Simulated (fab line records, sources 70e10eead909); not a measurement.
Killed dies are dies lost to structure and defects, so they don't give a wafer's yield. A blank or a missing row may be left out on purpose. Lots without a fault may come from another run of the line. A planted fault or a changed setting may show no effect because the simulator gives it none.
A struck lot beside a sound one | flow nand_harc | 24 steps out of a route of 1302
Sound: wafers L463.3, L463.5, L463.6. Struck: wafers L475.1, L475.2, L475.3. The cause comes at the end.
At each step with rows: each side's tool, then ch and its chambers, then its first start. Under that, the readings that differ: sound wafers | struck wafers | difference of the means | sigmas: that difference in standard deviations of wafers without a fault.
alike: readings whose means differ by less than 2 such deviations, and words and numbers that are the same on both sides. not compared: withheld readings, readings that some wafer has no value for, bounds like >300 that may hide the same value, and numbers for which the record gives no deviation and whose values overlap.
The two part at a step that has a row with sigmas, a row that says differs or no value, or rows on one side only. Numbers that don't overlap but have no deviation are shown without sigmas and don't part them. A reading that every wafer of one side lacks parts them only if that side has two wafers or more.

NHARC_A_M0_INSPECT_27:
  sound on defect_inspect-01, day 25 23:10; struck on defect_inspect-02, day 30 09:02
  reading          | sound       | struck      | difference | sigmas
  raw_defect_count | 470 444 493 | 897 633 605 | +243       | +2
NHARC_A_M0_PRE_CLEAN_31: time 12 s.
  sound on pecvd-04 ch 0,2, day 25 23:15; struck on pecvd-03 ch 0,1,2, day 30 09:06
  alike: heater_power_w
NHARC_A_M0_DEP_32: deposits SiCN, target thk 30 nm.
  sound on pecvd-04 ch 0,2, day 25 23:22; struck on pecvd-03 ch 0,1,2, day 30 09:11
  alike: heater_power_w
then, 8 steps without rows for these wafers: NHARC_A_M1_DEP_00 (deposits SiOC, target thk 182.5 nm); NHARC_A_M1_DEHYDRATE_01 (time 120 s); NHARC_A_M1_HMDS_02 (time 30 s); NHARC_A_M1_COAT_34 (time 65 s); NHARC_A_M1_COAT_03 (resist thk 90 nm); NHARC_A_M1_SOFTBAKE_04 (time 55 s); NHARC_A_M1_EBR_05; NHARC_A_M1_EXPOSE_06 (exposes mask A M1, target cd 120 nm).
NHARC_A_M1_PEB_07: peb time 65 s.
  sound on litho_track-06 ch 0, day 26 00:28; struck on litho_track-01 ch 0, day 30 10:13
  alike: resist_line_temp_C
then, 1 step without rows for these wafers: NHARC_A_M1_DEVELOP_08 (develop time 35 s).
NHARC_A_M1_CD_MEAS_09: target cd 120 nm.
  sound on cd_sem-03 ch 0, day 26 00:33; struck on cd_sem-02 ch 0, day 30 10:18
  reading    | sound             | struck            | difference | sigmas
  cd_nm (nm) | 120.3 119.6 120.4 | 122.2 122.1 122.0 | +2.0       | +3
  not compared: hold
NHARC_A_M1_OVL_MEAS_10: pitch 240 nm.
  sound on overlay-02, day 26 00:38; struck on overlay-01, day 30 10:23
  alike: overlay_x_nm, overlay_y_nm
  not compared: hold
NHARC_A_M1_INSPECT_11:
  sound on defect_inspect-02, day 26 00:40; struck on defect_inspect-01, day 30 10:25
  alike: raw_defect_count
NHARC_A_M1_DESCUM_14: chemistry O2, time 3 s.
  sound on rie_diel-11 ch 0,2,3, day 26 00:46; struck on rie_diel-11 ch 0,1,2, day 30 10:29
  reading               | sound         | struck            | difference | sigmas
  model.A_M1.cd_nm (nm) | 120 118.8 121 | 122.2 122.2 122.3 | +2.3       |
  alike: drypump_motor_current_A, oes_product_au, rf_vpp_V, showerhead_plenum_p_Torr, throttle_valve_pct
  not compared: rf_hours_counter_h
NHARC_A_M1_ETCH_35: etches the open film in N2/H2, target depth 40 nm, overetch 12 nm, time 43.94 s.
  sound on rie_diel-11 ch 0,3, day 26 00:49; struck on rie_diel-11 ch 0,2,3, day 30 10:34
  alike: drypump_motor_current_A, oes_product_au, rf_vpp_V, showerhead_plenum_p_Torr, throttle_valve_pct
  not compared: rf_hours_counter_h
NHARC_A_M1_ETCH_15: etches the open film in C4F8/Ar, target depth 182.5 nm, time 91.2 s.
  sound on rie_diel-11 ch 1,2; struck on rie_diel-11 ch 0,1,3
  reading               | sound             | struck            | difference | sigmas
  oes_product_au (a.u.) | 0.967 0.979 0.967 | 0.920 0.917 0.910 | -0.055     | -3
  alike: rf_vpp_V
  not compared: rf_hours_counter_h
NHARC_A_M1_CD_MEAS_16:
  sound on cd_sem-03, day 26 01:02; struck on cd_sem-03, day 30 10:47
  reading    | sound             | struck            | difference | sigmas
  cd_nm (nm) | 120.1 118.7 121.4 | 122.5 122.3 122.7 | +2.4       | +3
  not compared: hold
NHARC_A_M1_STRIP_18: strips in N2/H2.
  sound on rie_diel-09 ch 1,3, day 26 01:08; struck on rie_diel-02 ch 0,1,2, day 30 10:52
  alike: drypump_motor_current_A, oes_product_au, rf_vpp_V, showerhead_plenum_p_Torr, throttle_valve_pct
  not compared: hold, rf_hours_counter_h
NHARC_A_M1_ETCH_28: etches the open film in CF4/N2, target depth 30 nm, time 72.99 s.
  sound on rie_diel-09 ch 1,2; struck on rie_diel-02 ch 0,1,3
  reading               | sound           | struck            | difference | sigmas
  model.A_M1.cd_nm (nm) | 119.7 119 121.2 | 122.7 122.2 122.2 | +2.4       |
  alike: cf4_flow_sccm, drypump_motor_current_A, oes_product_au, rf_vpp_V, showerhead_plenum_p_Torr, throttle_valve_pct
  not compared: rf_hours_counter_h
then, 1 step without rows for these wafers: NHARC_A_M1_STRIP_19 (strips in post etch residue remover, time 600 s).
NHARC_END_SORT_01:
  the record has rows for the sound wafers here (prober-02 ch 0, day 27 15:40) and none for the struck ones

WHERE THEY PART
First at NHARC_A_M0_INSPECT_27; last, within this record, at NHARC_END_SORT_01.

WHY: what the simulator had put in
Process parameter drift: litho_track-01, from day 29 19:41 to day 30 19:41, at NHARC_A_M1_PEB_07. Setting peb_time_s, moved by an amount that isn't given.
